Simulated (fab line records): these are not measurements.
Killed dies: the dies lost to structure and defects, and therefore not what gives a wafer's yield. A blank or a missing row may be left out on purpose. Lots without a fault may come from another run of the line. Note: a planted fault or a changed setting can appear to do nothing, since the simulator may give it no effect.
Struck lot and sound lot, side by side    flow nand_harc    24 out of 1159 route steps
Sound: these wafers, L547.3, L547.4, L547.6. Struck: wafers L555.1, L555.3 (left out: L555.2, a lot-mate that was not struck); the cause follows at the end.
Per side, at each step with rows, come the tool, then ch with its chambers, and then its first start. Under that, the readings that differ: sound wafers    struck wafers    difference of the means    sigmas: that difference in standard deviations of wafers without a fault.
alike: readings with means less than 2 such deviations apart, plus words and numbers identical on both sides. not compared: withheld readings, readings lacking a value on some wafer, bounds such as >300 that could conceal the same value, and numbers that have no deviation in the record and whose values overlap.
A row with sigmas, a row that says differs or no value, or rows on one side alone: a step with any of these is where the two part. Numbers that don't overlap but have no deviation are shown without sigmas and don't part them. Lack of a reading on every wafer of one side parts them only where that side has two or more wafers.

NHARC_P_M0_INSPECT_27:
  sound: defect_inspect-01 at day 7 13:27; struck: defect_inspect-01 at day 10 08:23
  alike: raw_defect_count
NHARC_P_M0_PRE_CLEAN_31: time 12 s.
  sound on pecvd-04 ch 0,2, day 7 13:34; struck on pecvd-02 ch 0,2, day 10 08:27
  alike: heater_power_w
NHARC_P_M0_DEP_32: deposits SiCN, target thk 30 nm.
  sound on pecvd-04 ch 0,2, day 7 13:46; struck on pecvd-02 ch 0,2, day 10 08:32
  alike: heater_power_w
then, 8 steps without rows for these wafers: NHARC_P_M1_DEP_00 (deposits SiOC, target thk 182.5 nm); NHARC_P_M1_DEHYDRATE_01 (time 120 s); NHARC_P_M1_HMDS_02 (time 30 s); NHARC_P_M1_COAT_34 (time 65 s); NHARC_P_M1_COAT_03 (resist thk 90 nm); NHARC_P_M1_SOFTBAKE_04 (time 55 s); NHARC_P_M1_EBR_05; NHARC_P_M1_EXPOSE_06 (exposes mask P M1, target cd 130 nm).
NHARC_P_M1_PEB_07: peb time 65 s.
  sound on litho_track-06 ch 0, day 7 14:48; struck on litho_track-06 ch 0, day 10 09:55
reading                   sound              struck       difference  sigmas
heater_power_total_W (W)  156.4 156.3 157.1  161.9 161.4  +5.1        +12
then, 1 step without rows for these wafers: NHARC_P_M1_DEVELOP_08 (develop time 35 s).
NHARC_P_M1_CD_MEAS_09 targets a cd of 130 nm.
  sound on cd_sem-03 ch 0, day 7 14:53; struck on cd_sem-03 ch 0, day 10 09:59
reading     sound              struck       difference  sigmas
cd_nm (nm)  129.7 130.4 129.7  127.9 128.7  -1.6        -3
NHARC_P_M1_OVL_MEAS_10: pitch 260 nm.
  sound: overlay-02 at day 7 14:58; struck: overlay-01 at day 10 10:05
  alike: overlay_x_nm, overlay_y_nm
NHARC_P_M1_INSPECT_11:
  sound: defect_inspect-02 at day 7 15:01; struck: defect_inspect-01 at day 10 10:07
  alike: raw_defect_count
NHARC_P_M1_DESCUM_14: chemistry O2, time 3 s.
  sound on rie_diel-12 ch 0,3, day 7 15:05; struck on rie_diel-04 ch 0,2, day 10 10:11
reading                sound            struck     difference  sigmas
model.P_M1.cd_nm (nm)  130.2 130 130.2  127.4 128  -2.4        
  alike: drypump_motor_current_A, o2_flow_sccm, oes_product_au, rf_vpp_V, showerhead_plenum_p_Torr, throttle_valve_pct
  not compared: rf_hours_counter_h
NHARC_P_M1_ETCH_35: etches the open film in N2/H2, target depth 40 nm, overetch 12 nm, time 43.94 s.
  sound on rie_diel-12 ch 0,1,2, day 7 15:09; struck on rie_diel-04 ch 1,2, day 10 10:16
  alike: drypump_motor_current_A, oes_product_au, rf_vpp_V, showerhead_plenum_p_Torr, throttle_valve_pct
  not compared: rf_hours_counter_h
NHARC_P_M1_ETCH_15: etches the open film in C4F8/Ar, target depth 182.5 nm, time 91.2 s.
  sound: rie_diel-12 ch 1,2,3; struck: rie_diel-04 ch 0,2
  alike: oes_product_au, rf_vpp_V
  not compared: rf_hours_counter_h
NHARC_P_M1_CD_MEAS_16:
  sound: cd_sem-02 at day 7 15:23; struck: cd_sem-02 at day 10 10:29
reading     sound              struck       difference  sigmas
cd_nm (nm)  130.8 130.4 129.9  127.4 128.1  -2.6        -4
NHARC_P_M1_STRIP_18: strips in N2/H2.
  sound on rie_diel-04 ch 2,3, day 7 15:27; struck on rie_diel-12 ch 0,3, day 10 10:33
  alike: drypump_motor_current_A, oes_product_au, rf_vpp_V, showerhead_plenum_p_Torr, throttle_valve_pct
  not compared: rf_hours_counter_h
NHARC_P_M1_ETCH_28: etches the open film in CF4/N2, target depth 30 nm, time 72.99 s.
  sound: rie_diel-04 ch 1,2; struck: rie_diel-12 ch 2,3
reading                sound              struck       difference  sigmas
model.P_M1.cd_nm (nm)  129.7 129.1 129.1  127.6 128.5  -1.2        
  alike: drypump_motor_current_A, oes_product_au, rf_vpp_V, showerhead_plenum_p_Torr, throttle_valve_pct
  not compared: rf_hours_counter_h
then, 1 step without rows for these wafers: NHARC_P_M1_STRIP_19 (strips in post etch residue remover, time 600 s).
NHARC_END_SORT_01:
  the record has rows for the sound wafers here (prober-02 ch 0, day 21 07:28) and none for the struck ones

## WHERE THEY PART
Earliest at NHARC_P_M1_PEB_07; latest, in this record, at NHARC_END_SORT_01.

WHY: whatever the simulator had introduced
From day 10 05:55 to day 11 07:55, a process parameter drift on litho_track-06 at NHARC_P_M1_PEB_07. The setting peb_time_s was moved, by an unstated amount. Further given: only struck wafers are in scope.
